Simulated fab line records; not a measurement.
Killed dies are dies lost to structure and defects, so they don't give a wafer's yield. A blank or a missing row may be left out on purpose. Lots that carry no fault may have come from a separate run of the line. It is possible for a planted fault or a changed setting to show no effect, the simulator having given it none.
fab line records	flow n5_finfet
record: lots: 6	wafers: 18	last_day: 18
route steps=1938 shown BEOL_M0@739 BEOL_M1@751 BEOL_M4@1111 PASSIVATION@1936
lots that met no fault: taken from a fault-free run of the same line
start_h: hours from the record's first day to the start of the lot's first wafer shown	wait_h: hours elapsed since this lot's preceding step	" repeats the value in the row above	L1.1+2: several wafers, shown together as one row	- value missing, or start not given	* or withheld: withheld	< > ~ a bound
route shown NAME@n: NAME is a module with steps in the file, n the number in the route of the first one	usual: mean/standard deviation taken from wafers without a fault	same: alike in all rows	chamber/n: place in a boat	sites: readings site by site	_std_site: the values' standard deviation	_edge_site: inner sites' mean taken away from outer sites' mean	radius_mm: for every site, how far away it sits from the centre of the wafer	mask NAME#n: copy n	behind: the last tool/chamber to shape the wafer	hold: why the lot was held/for how many hours/how that ended	device: names the non-switching transistor (n, p or np)	end of line: the same wafers' tests at the end of the route	a step with no rows: only its recipe	killed: not the wafer's yield, but the dies lost to structure and defects at the first sort	map: the dies of a wafer, with x for killed, . for not killed, _ for no die there
set.NAME: setting as actually run; set.NAME@STEP: the setting as run at that earlier step	model.NAME: the simulator's own value behind a step, which no gauge read
certain route steps with their lots: each step a table, each wafer a row
services: from which hour (start_h, from the record's first day; less than 0 if before it) a tool's chamber was out of use, for how many hours, and why
== steps ==
step: N5_BEOL_M0_ANNEAL_135
recipe: temp_c: 400	time_s: 60	ambient: vacuum
usual: heater_power_w: 870/45	susceptor_temp_C_max: 401.0/0.46
lot.wafer	tool	chamber	start_h	wait_h	heater_power_w	susceptor_temp_C_max
L827.1	pvd_sputter-02	-	121.54	0.0	871	400.3
L827.3	"	-	"	"	820	400.0
L827.4	"	-	"	"	892	401.8
L833.1	pvd_sputter-01	-	150.63	0.0	976	401.3
L833.2	"	-	"	"	825	401.0
L833.5	"	-	"	"	824	401.2
L837.2	pvd_sputter-03	-	183.54	0.0	805	400.6
L837.4	"	-	"	"	931	400.8
L837.6	"	-	"	"	844	401.3
L839.1	pvd_sputter-03	-	204.03	0.0	851	401.4
L839.3	"	-	"	"	823	400.2
L839.6	"	-	"	"	812	400.3
L848.2	pvd_sputter-03	-	251.07	0.0	862	401.3
L848.5	"	-	"	"	885	401.1
L848.6	"	-	"	"	839	400.8
L850.1	pvd_sputter-02	-	260.99	0.0	825	400.6
L850.4	"	-	"	"	893	401.9
L850.6	"	-	"	"	868	401.0
step: N5_BEOL_M0_SPUTTER_141
recipe: material: Cu	target_thk_a: 40	temp_c: -20	chamber_pressure_pa: 0.07	power_w: withheld	time_s: 7.37
usual: substrate_temp_c: -20.01/0.11	throttle_valve_pct: 30.0/1.3
lot.wafer	tool	chamber	start_h	wait_h	substrate_temp_c	throttle_valve_pct
L827.1	pvd_sputter-02	-	121.58	0.0	-20.07	30.6
L827.3	"	-	"	"	-20.07	29.5
L827.4	"	-	"	"	-20.11	28.2
L833.1	pvd_sputter-01	-	150.67	0.0	-19.78	29.1
L833.2	"	-	"	"	-20.07	32.6
L833.5	"	-	"	"	-20.10	32.7
L837.2	pvd_sputter-03	-	183.58	0.0	-19.91	30.8
L837.4	"	-	"	"	-20.14	31.0
L837.6	"	-	"	"	-20.20	28.2
L839.1	pvd_sputter-03	-	204.07	0.0	-20.13	28.5
L839.3	"	-	"	"	-19.84	31.0
L839.6	"	-	"	"	-19.92	30.8
L848.2	pvd_sputter-03	-	251.11	0.0	-20.19	29.9
L848.5	"	-	"	"	-20.10	30.0
L848.6	"	-	"	"	-20.02	28.3
L850.1	pvd_sputter-02	-	261.03	0.0	-19.96	29.3
L850.4	"	-	"	"	-20.05	28.0
L850.6	"	-	"	"	-19.94	30.7
step: N5_BEOL_M0_ECD_118
recipe: material: Cu	target_thk_a: 3000
step: N5_BEOL_M0_ANNEAL_119
recipe: temp_c: 225	time_s: 90	ambient: N2
usual: wafer_temp_C_max: 226.2/0.31
lot.wafer	tool	chamber	start_h	wait_h	wafer_temp_C_max
L827.1	rtp_anneal-01	0	121.77	0.1	226.1
L827.3	"	0	"	"	226.1
L827.4	"	0	"	"	225.8
L833.1	rtp_anneal-01	0	150.86	0.1	225.8
L833.2	"	0	"	"	226.0
L833.5	"	0	"	"	226.1
L837.2	rtp_anneal-02	0	183.82	0.1	226.4
L837.4	"	0	"	"	226.4
L837.6	"	0	"	"	226.5
L839.1	rtp_anneal-02	0	204.26	0.1	226.8
L839.3	"	0	"	"	226.4
L839.6	"	0	"	"	226.0
L848.2	rtp_anneal-02	0	251.48	0.2	226.2
L848.5	"	0	"	"	226.9
L848.6	"	0	"	"	226.4
L850.1	rtp_anneal-01	0	261.22	0.1	225.9
L850.4	"	0	"	"	226.2
L850.6	"	0	"	"	225.9
step: N5_BEOL_M0_CMP_120
recipe: stop_on: SiOC	t_overpolish_s: 6.9	down_force_psi: 1	platen_rpm: 50	clearing_platen_down_force_psi: 1.5	clearing_platen_rpm: 50	post_cmp_clean: cu_alkaline	clearing_platen_pad_velocity_m_s: 0.99484	pad_velocity_m_s: 0.99484
step: N5_BEOL_M0_PRE_CLEAN_131
recipe: gas: NH3/H2	time_s: 15	temp_c: *	rf_power_w: 300
usual: heater_power_w: 87/13
lot.wafer	tool	chamber	start_h	wait_h	heater_power_w	since_wet_clean_h
L827.1	cvd_co-02	0	122.40	0.0	86	664
L827.3	"	1	"	"	99	1101
L827.4	"	1	"	"	97	-
L833.1	cvd_co-01	1	151.49	0.0	77	15
L833.2	"	0	"	"	99	911
L833.5	"	2	"	"	102	-
L837.2	cvd_co-02	2	184.42	0.0	67	266
L837.4	"	1	"	"	94	-
L837.6	"	2	"	"	67	-
L839.1	cvd_co-02	0	204.89	0.0	86	746
L839.3	"	1	"	"	100	1184
L839.6	"	0	"	"	87	-
L848.2	cvd_co-02	2	252.06	0.0	65	334
L848.5	"	0	"	"	85	-
L848.6	"	2	"	"	65	-
L850.1	cvd_co-02	2	262.08	0.0	66	344
L850.4	"	1	"	"	96	-
L850.6	"	2	"	"	67	-
step: N5_BEOL_M0_CO_CAP_123
recipe: material: Co	target_thk_a: 20	temp_c: 200	precursor: CCTBA/H2	pressure_torr: 30	time_s: 102.1
usual: heater_power_w: 238/17
lot.wafer	tool	chamber	start_h	wait_h	heater_power_w	since_wet_clean_h
L827.1	cvd_co-02	0	122.44	0.0	236	664
L827.3	"	1	"	"	254	1101
L827.4	"	1	"	"	249	-
L833.1	cvd_co-01	1	151.53	0.0	226	15
L833.2	"	0	"	"	253	912
L833.5	"	2	"	"	249	-
L837.2	cvd_co-02	2	184.46	0.0	208	266
L837.4	"	1	"	"	254	-
L837.6	"	2	"	"	209	-
L839.1	cvd_co-02	0	204.93	0.0	234	746
L839.3	"	1	"	"	250	1184
L839.6	"	0	"	"	234	-
L848.2	cvd_co-02	2	252.10	0.0	216	334
L848.5	"	0	"	"	236	-
L848.6	"	2	"	"	215	-
L850.1	cvd_co-02	2	262.12	0.0	212	344
L850.4	"	1	"	"	253	-
L850.6	"	2	"	"	214	-
step: N5_BEOL_M0_PRE_CLEAN_124
recipe: gas: NH3	time_s: 15	temp_c: withheld	rf_power_w: 300
step: N5_BEOL_M0_DEP_125
recipe: material: SiCN	target_thk_a: 80	temp_c: withheld	precursor: 3MS/NH3	pressure_torr: 3	rf_w: 202	time_s: 14
step: N5_BEOL_M0_RS_MEAS_126
recipe: thk_meas_gauge: four-point-probe	reads: Co_of_BEOL_M0_CO_CAP_123+Cu_of_BEOL_M0_ECD_118+Co_of_BEOL_M0_CVD_115+TaN_of_BEOL_M0_ALD_136
usual: M0_RS: 0.539/0.017
lot.wafer	tool	chamber	start_h	wait_h	M0_RS[ohm/sq]
L827.1	film_metro-02	-	122.63	0.0	0.568
L827.3	"	-	"	"	0.556
L827.4	"	-	"	"	0.572
L833.1	film_metro-02	-	151.72	0.0	0.554
L833.2	"	-	"	"	0.554
L833.5	"	-	"	"	0.528
L837.2	film_metro-01	-	184.65	0.1	0.552
L837.4	"	-	"	"	0.519
L837.6	"	-	"	"	0.544
L839.1	film_metro-01	-	205.11	0.0	0.531
L839.3	"	-	"	"	0.571
L839.6	"	-	"	"	0.531
L848.2	film_metro-01	-	252.32	0.1	0.556
L848.5	"	-	"	"	0.527
L848.6	"	-	"	"	0.520
L850.1	film_metro-01	-	262.30	0.0	0.523
L850.4	"	-	"	"	0.540
L850.6	"	-	"	"	0.536
step: N5_BEOL_M0_INSPECT_127
recipe: inspect_instrument: darkfield	mode: post_dep
usual: raw_defect_count: 65/20
lot.wafer	tool	chamber	start_h	wait_h	raw_defect_count
L827.1	defect_inspect-01	-	122.65	0.0	17
L827.3	"	-	"	"	42
L827.4	"	-	"	"	29
L833.1	defect_inspect-02	-	151.74	0.0	130
L833.2	"	-	"	"	76
L833.5	"	-	"	"	50
L837.2	defect_inspect-01	-	184.67	0.0	64
L837.4	"	-	"	"	51
L837.6	"	-	"	"	55
L839.1	defect_inspect-02	-	205.14	0.0	53
L839.3	"	-	"	"	81
L839.6	"	-	"	"	63
L848.2	defect_inspect-01	-	252.34	0.0	70
L848.5	"	-	"	"	37
L848.6	"	-	"	"	61
L850.1	defect_inspect-02	-	262.33	0.0	48
L850.4	"	-	"	"	47
L850.6	"	-	"	"	46
step: N5_BEOL_M1_ILD_DEP_00
recipe: material: SiOC	target_thk_a: 790	temp_c: 350	precursor: DEMS/O2	pressure_torr: 5	rf_w: 500	time_s: 15.3
usual: heater_power_w: 465/37	showerhead_plenum_p_Torr: 5.704/0.022	susceptor_temp_C: 349.99/0.19	throttle_valve_pct: 11.9/0.46
lot.wafer	tool	chamber	start_h	wait_h	heater_power_w	showerhead_plenum_p_Torr	since_wet_clean_h	susceptor_temp_C	throttle_valve_pct
L827.1	pecvd-03	1	122.69	0.0	511	5.709	1552	349.90	12.4
L827.3	"	2	"	"	472	5.729	73	350.00	11.6
L827.4	"	2	"	"	474	5.719	-	350.10	11.4
L833.1	pecvd-04	1	151.78	0.0	400	5.683	1943	349.96	12.2
L833.2	"	0	"	"	461	5.684	1218	350.25	11.5
L833.5	"	0	"	"	456	5.666	-	349.86	11.6
L837.2	pecvd-03	1	184.71	0.0	498	5.695	1614	349.73	12.4
L837.4	"	2	"	"	462	5.729	-	350.26	11.3
L837.6	"	0	"	"	391	5.727	-	347.95	11.3
L839.1	pecvd-03	1	205.18	0.0	492	5.709	1634	349.64	12.3
L839.3	"	0	"	"	368	5.729	909	347.72	11.5
L839.6	"	2	"	"	517	5.716	-	349.89	11.6
L848.2	pecvd-04	0	252.38	0.0	432	5.676	1319	350.27	11.4
L848.5	"	2	"	"	484	5.706	-	350.30	12.3
L848.6	"	0	"	"	440	5.659	-	350.05	11.4
L850.1	pecvd-01	1	262.36	0.0	499	5.699	1510	350.10	12.5
L850.4	"	0	"	"	511	5.679	-	350.05	11.8
L850.6	"	1	"	"	515	5.703	-	349.98	12.7
step: N5_BEOL_M1_THK_MEAS_01
recipe: reads: SiOC_of_BEOL_M1_ILD_DEP_00
usual: M1_ILD_THK: 79.3/1.2
lot.wafer	tool	chamber	start_h	wait_h	M1_ILD_THK[nm]
L827.1	film_metro-01	-	122.76	0.0	78.4
L827.3	"	-	"	"	78.9
L827.4	"	-	"	"	79.8
L833.1	film_metro-01	-	151.85	0.0	76.2
L833.2	"	-	"	"	77.1
L833.5	"	-	"	"	78.3
L837.2	film_metro-01	-	184.78	0.1	79.1
L837.4	"	-	"	"	81.3
L837.6	"	-	"	"	82.0
L839.1	film_metro-01	-	205.24	0.0	78.3
L839.3	"	-	"	"	79.0
L839.6	"	-	"	"	80.2
L848.2	film_metro-02	-	252.45	0.1	80.2
L848.5	"	-	"	"	80.4
L848.6	"	-	"	"	80.9
L850.1	film_metro-01	-	262.43	0.0	79.3
L850.4	"	-	"	"	81.6
L850.6	"	-	"	"	81.0
step: N5_BEOL_M4_RC_MEAS_101
usual: DIBL_N: 36.5/1.4	DIBL_P: 36.6/1.9	IOFF_N: 0.167/0.029	IOFF_P: 0.21/0.033	ION_N: 674/12	ION_P: 460/8.9	SS_N: 71.6/0.57	SS_P: 73.4/0.61	VT_N: 249/3.3	VT_P: -250/3.3
lot.wafer	tool	chamber	start_h	wait_h	DIBL_N[mV/V]	DIBL_P[mV/V]	IOFF_N[nA/um]	IOFF_P[nA/um]	ION_N[uA/um]	ION_P[uA/um]	SS_N[mV/dec]	SS_P[mV/dec]	VT_N[mV]	VT_P[mV]
L827.1	prober-01	0	178.00	0.0	35.2	33.8	0.144	0.21	669	465	71.0	72.8	249	-252
L827.3	"	0	"	"	35.0	33.6	0.147	0.21	681	467	70.3	72.9	252	-247
L827.4	"	0	"	"	36.0	33.8	0.158	0.21	675	468	70.6	73.5	251	-248
L833.1	prober-01	0	203.76	0.0	35.0	35.7	0.160	0.21	663	453	71.6	73.3	248	-248
L833.2	"	0	"	"	36.1	36.4	0.167	0.21	683	464	72.5	74.3	251	-254
L833.5	"	0	"	"	35.1	35.9	0.159	0.21	660	450	72.1	73.7	250	-251
L837.2	prober-02	0	226.41	0.2	37.5	38.8	0.177	0.20	677	454	71.9	73.4	249	-252
L837.4	"	0	"	"	37.6	39.1	0.172	0.20	671	453	71.9	73.3	250	-253
L837.6	"	0	"	"	37.1	38.3	0.155	0.18	677	451	72.5	73.8	252	-253
L839.1	prober-02	0	242.09	0.0	36.9	36.7	0.161	0.17	668	449	71.9	73.6	248	-255
L839.3	"	0	"	"	36.3	36.1	0.164	0.17	669	452	70.9	72.8	246	-253
L839.6	"	0	"	"	37.2	37.6	0.186	0.19	674	450	71.9	74.1	244	-253
L848.2	prober-02	0	295.33	0.2	36.9	38.4	0.195	0.26	682	473	71.7	73.6	243	-246
L848.5	"	0	"	"	34.3	34.8	0.140	0.20	667	461	70.7	73.1	251	-251
L848.6	"	0	"	"	37.8	39.7	0.221	0.30	698	475	71.8	74.1	243	-245
L850.1	prober-01	0	308.55	0.0	40.7	41.6	0.277	0.33	690	470	73.3	75.1	240	-244
L850.4	"	0	"	"	35.2	34.5	0.134	0.19	649	447	72.0	72.4	253	-250
L850.6	"	0	"	"	35.7	35.9	0.154	0.22	669	458	71.7	72.8	249	-250
step: N5_PASSIVATION_PROBE_49
usual: defect_limited_yield: 91.2/1.6	killed_at_M0_to_M3: 34/11	killed_at_M4_up: 14/5.7	killed_at_contacts: 14/6.6	killed_at_front_end: 37/10	killed_at_other: 4/3.2	killed_dies: 104/19	killed_open: 69/13	killed_short: 33/8.7	sort_bin_4_leakage: 0.00/0.014	sort_bin_5_function: 5.1/1	sort_bin_6_memory: 3.3/0.76	sort_bin_8_speed: 0.00/0.016	sort_n_pass: 1076/19	sort_yield_pct: 91.2/1.6
same: gross_dies: 1180	killed_at_back_side: 0
lot.wafer	tool	chamber	start_h	wait_h	defect_limited_yield[%]	killed_at_M0_to_M3	killed_at_M4_up	killed_at_contacts	killed_at_front_end	killed_at_other	killed_dies	killed_open	killed_short	sort_bin_4_leakage[%]	sort_bin_5_function[%]	sort_bin_6_memory[%]	sort_bin_8_speed[%]	sort_n_pass	sort_yield_pct[%]
L827.1	prober-02	-	273.78	0.0	89.2	39	11	17	55	6	128	80	48	0	6.3	4.2	0	1052	89.2
L827.3	prober-02	-	273.88	0.1	90.0	39	18	16	43	2	118	85	31	0	5.5	4.2	0	1062	90.0
L827.4	prober-02	-	273.93	0.2	91.3	40	15	13	32	3	103	68	33	0	4.9	3.5	0	1077	91.3
L833.1	prober-01	-	297.39	0.0	93.1	27	7	18	26	4	82	61	21	0	3.6	3.1	0	1098	93.1
L833.2	prober-01	-	297.44	0.1	91.6	23	8	13	44	11	99	67	32	0	5.0	3.1	0	1081	91.6
L833.5	prober-01	-	297.59	0.2	91.1	27	12	25	35	6	105	72	33	0	5.7	3.2	0	1075	91.1
L837.2	prober-01	-	326.32	0.1	92.0	32	13	17	29	3	94	63	28	0	3.8	4.0	0	1086	92.0
L837.4	prober-01	-	326.42	0.2	88.1	36	19	14	58	14	141	94	45	0	6.7	5.3	0	1039	88.1
L837.6	prober-01	-	326.52	0.3	90.4	37	12	17	41	6	113	71	42	0	5.4	3.6	0	1067	90.4
L839.1	prober-02	-	343.82	0.0	90.6	28	11	16	52	4	111	69	31	0	5.4	2.7	0	1069	90.6
L839.3	prober-02	-	343.92	0.1	91.6	18	7	27	47	0	99	61	31	0	4.2	3.1	0	1081	91.6
L839.6	prober-02	-	344.07	0.3	92.8	26	12	9	30	8	85	50	30	0	4.3	2.7	0	1095	92.8
L848.2	prober-02	-	394.98	0.1	91.4	40	19	8	35	0	102	63	33	0	4.6	3.7	0	1078	91.4
L848.5	prober-02	-	395.13	0.2	91.4	42	18	15	20	7	102	72	26	0	5.3	3.1	0	1078	91.4
L848.6	prober-02	-	395.18	0.3	92.5	30	25	7	19	7	88	61	26	0	4.4	2.9	0	1092	92.5
L850.1	prober-02	-	425.34	0.0	91.0	34	22	12	34	4	106	75	30	0.17	5.4	3.2	0	1072	90.8
L850.4	prober-02	-	425.49	0.2	91.2	27	15	2	47	13	104	64	35	0	5.2	2.9	0.08	1075	91.1
L850.6	prober-02	-	425.59	0.3	89.3	31	17	12	57	9	126	76	48	0	6.0	4.0	0	1054	89.3
killed by level:class
L827.1 STI_FIN_REVEAL:geometric_particle:open=15 MOL_CONTACT_COAG:geometric_particle:open=15 FIN_SAQP:geometric_particle:short=12 FIN_SAQP:geometric_particle:open=9 BEOL_M0_SAQP:geometric_particle:open=9 BEOL_M0_SAQP:geometric_particle:short=9 BEOL_M2:geometric_particle:open=7 STI_FIN_REVEAL:geometric_particle:short=4
L827.3 FIN_SAQP:geometric_particle:open=12 MOL_CONTACT_COAG:geometric_particle:open=12 BEOL_M1:geometric_particle:open=9 BEOL_M2:geometric_particle:open=9 BEOL_M0_SAQP:geometric_particle:open=7 STI_FIN_REVEAL:geometric_particle:open=6 DUMMY_GATE:geometric_particle:open=5 GATE_CUT:geometric_particle:short=4
L827.4 MOL_CONTACT_COAG:geometric_particle:open=11 BEOL_M0_SAQP:geometric_particle:short=11 BEOL_M2:geometric_particle:open=10 FIN_SAQP:geometric_particle:short=9 FIN_SAQP:geometric_particle:open=9 BEOL_M4:geometric_particle:open=8 BEOL_M0_SAQP:geometric_particle:open=6 STI_FIN_REVEAL:geometric_particle:open=4
L833.1 MOL_CONTACT_COAG:geometric_particle:open=16 BEOL_M3:geometric_particle:open=10 STI_FIN_REVEAL:geometric_particle:open=7 FIN_SAQP:geometric_particle:open=6 BEOL_M0_SAQP:geometric_particle:open=3 BEOL_M1:geometric_particle:short=3 BEOL_M1:geometric_particle:open=3 FIN_SAQP:geometric_particle:short=2
L833.2 MOL_CONTACT_COAG:geometric_particle:open=11 FIN_SAQP:geometric_particle:open=9 GATE_CUT:geometric_particle:short=9 BEOL_M1:geometric_particle:open=7 STI_FIN_REVEAL:geometric_particle:open=6 STARTING-WAFER:geometric_particle:open=6 PASS1_CAP:geometric_particle:short=5 GATE_CUT:geometric_particle:open=4
L833.5 MOL_CONTACT_COAG:geometric_particle:open=18 STI_FIN_REVEAL:geometric_particle:open=13 BEOL_M1:geometric_particle:open=10 BEOL_M4:geometric_particle:open=8 MOL_CONTACT_COAG:geometric_particle:short=7 BEOL_M3:geometric_particle:open=6 FIN_SAQP:geometric_particle:short=4 FIN_SAQP:geometric_particle:open=3
L837.2 MOL_CONTACT_COAG:geometric_particle:open=15 BEOL_M0_SAQP:geometric_particle:open=9 BEOL_M0_SAQP:geometric_particle:short=8 FIN_SAQP:geometric_particle:open=7 BEOL_M4:geometric_particle:open=7 BEOL_M1:geometric_particle:short=5 DUMMY_GATE:geometric_particle:open=5 FIN_SAQP:geometric_particle:short=4
L837.4 FIN_SAQP:geometric_particle:open=16 BEOL_M2:geometric_particle:open=14 GATE_CUT:geometric_particle:short=12 MOL_CONTACT_COAG:geometric_particle:open=12 BEOL_M0_SAQP:geometric_particle:open=8 BEOL_M0_SAQP:geometric_particle:short=8 BEOL_M4:geometric_particle:open=8 PAD_METAL:geometric_particle:open=7
L837.6 BEOL_M2:geometric_particle:open=13 MOL_CONTACT_COAG:geometric_particle:open=13 FIN_SAQP:geometric_particle:open=9 FIN_SAQP:geometric_particle:short=7 BEOL_M0_SAQP:geometric_particle:short=7 GATE_CUT:geometric_particle:short=6 BEOL_M4:geometric_particle:open=5 BEOL_M4:geometric_particle:short=5
L839.1 FIN_SAQP:geometric_particle:open=16 MOL_CONTACT_COAG:geometric_particle:open=13 BEOL_M2:geometric_particle:open=9 HKMG_FIN:area_etch=7 FIN_SAQP:geometric_particle:short=6 ILD0:geometric_particle:short=5 BEOL_M0_SAQP:geometric_particle:open=5 GATE_CUT:geometric_particle:short=4
L839.3 MOL_CONTACT_COAG:geometric_particle:open=20 GATE_CUT:geometric_particle:short=8 FIN_SAQP:geometric_particle:open=7 DUMMY_GATE:geometric_particle:open=7 MOL_CONTACT_COAG:geometric_particle:short=7 FIN_SAQP:geometric_particle:short=6 HKMG_FIN:area_etch=6 BEOL_M0_SAQP:geometric_particle:open=5
L839.6 FIN_SAQP:geometric_particle:open=12 MOL_CONTACT_COAG:geometric_particle:open=8 BEOL_M0_SAQP:geometric_particle:open=7 BEOL_M1:geometric_particle:open=5 BEOL_M2:geometric_particle:open=5 FIN_SAQP:geometric_particle:short=4 GATE_CUT:geometric_particle:short=4 BEOL_M0_SAQP:geometric_particle:short=4
L848.2 BEOL_M2:geometric_particle:open=10 FIN_SAQP:geometric_particle:open=6 MOL_CONTACT_COAG:geometric_particle:open=6 BEOL_M4:geometric_particle:open=6 BEOL_M0:geometric_particle:short=5 BEOL_M4:geometric_particle:short=4 GATE_CUT:geometric_particle:short=4 BEOL_M0_SAQP:geometric_particle:short=4
L848.5 MOL_CONTACT_COAG:geometric_particle:open=15 BEOL_M1:geometric_particle:open=11 BEOL_M4:geometric_particle:open=10 BEOL_M0_SAQP:geometric_particle:short=8 BEOL_M2:geometric_particle:open=7 FIN_SAQP:geometric_particle:open=5 STI_FIN_REVEAL:geometric_particle:open=5 BEOL_M1:geometric_particle:short=5
L848.6 BEOL_M4:geometric_particle:open=12 BEOL_M3:geometric_particle:open=8 STI_FIN_REVEAL:geometric_particle:open=7 MOL_CONTACT_COAG:geometric_particle:open=5 FIN_SAQP:geometric_particle:open=4 BEOL_M0_SAQP:geometric_particle:open=4 BEOL_M0_SAQP:geometric_particle:short=4 BEOL_M1:geometric_particle:open=4
L850.1 MOL_CONTACT_COAG:geometric_particle:open=12 BEOL_M4:geometric_particle:open=12 STI_FIN_REVEAL:geometric_particle:open=11 BEOL_M3:geometric_particle:open=8 BEOL_M0_SAQP:geometric_particle:open=7 FIN_SAQP:geometric_particle:open=5 GATE_CUT:geometric_particle:short=4 BEOL_M0_SAQP:geometric_particle:short=4
L850.4 FIN_SAQP:geometric_particle:open=10 FIN_SAQP:geometric_particle:short=9 BEOL_M1:geometric_particle:open=8 ILD0:geometric_particle:open=6 BEOL_M4:geometric_particle:open=6 HKMG_FIN:area_etch=5 STI_FIN_REVEAL:geometric_particle:open=4 BEOL_M0:geometric_particle:open=4
L850.6 FIN_SAQP:geometric_particle:short=10 MOL_CONTACT_COAG:geometric_particle:open=10 BEOL_M4:geometric_particle:open=8 STI_FIN_REVEAL:geometric_particle:open=7 DUMMY_GATE:geometric_particle:open=7 BEOL_M2:geometric_particle:open=7 BEOL_M3:geometric_particle:open=7 GATE_CUT:geometric_particle:open=6
== services ==
tool	chamber	start_h	hours	kind
cvd_co-01	1	114.73	-	clean
cvd_co-01	1	114.73	22.0	scheduled_down
cvd_co-01	1	114.73	22.0	vent_cycle
pecvd-04	-	120.08	3.5	repair
pecvd-01	-	152.21	1.7	repair
pecvd-03	1	157.84	3.6	repair
pecvd-01	2	202.38	-	clean
pecvd-01	2	202.38	-	consumable_replace:showerhead
pecvd-01	2	202.38	29.0	scheduled_down
pecvd-01	2	202.38	29.0	vent_cycle
cvd_co-01	0	203.85	11.4	repair
rtp_anneal-02	-	238.50	0.8	pm
pecvd-03	-	238.67	4.3	pm
pecvd-01	-	241.79	14.6	pm
pecvd-04	-	254.23	6.0	pm
== key ==
first_sign: step: N5_BEOL_M1_ILD_DEP_00	reading: susceptor_temp_C	direction: down	sigmas: 11	usual: *	struck: *
effect none on later readings
met_at N5_BEOL_M1_ILD_DEP_00
struck_wafers L837.6,L839.3
fault: kind: process_parameter_drift	tool: pecvd-03	chamber: 0	onset_h: 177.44	steps: N5_BEOL_M1_ILD_DEP_00	channel: temp_c	offset: *	shape: step	end_h: 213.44	acts_in: *	stated: *
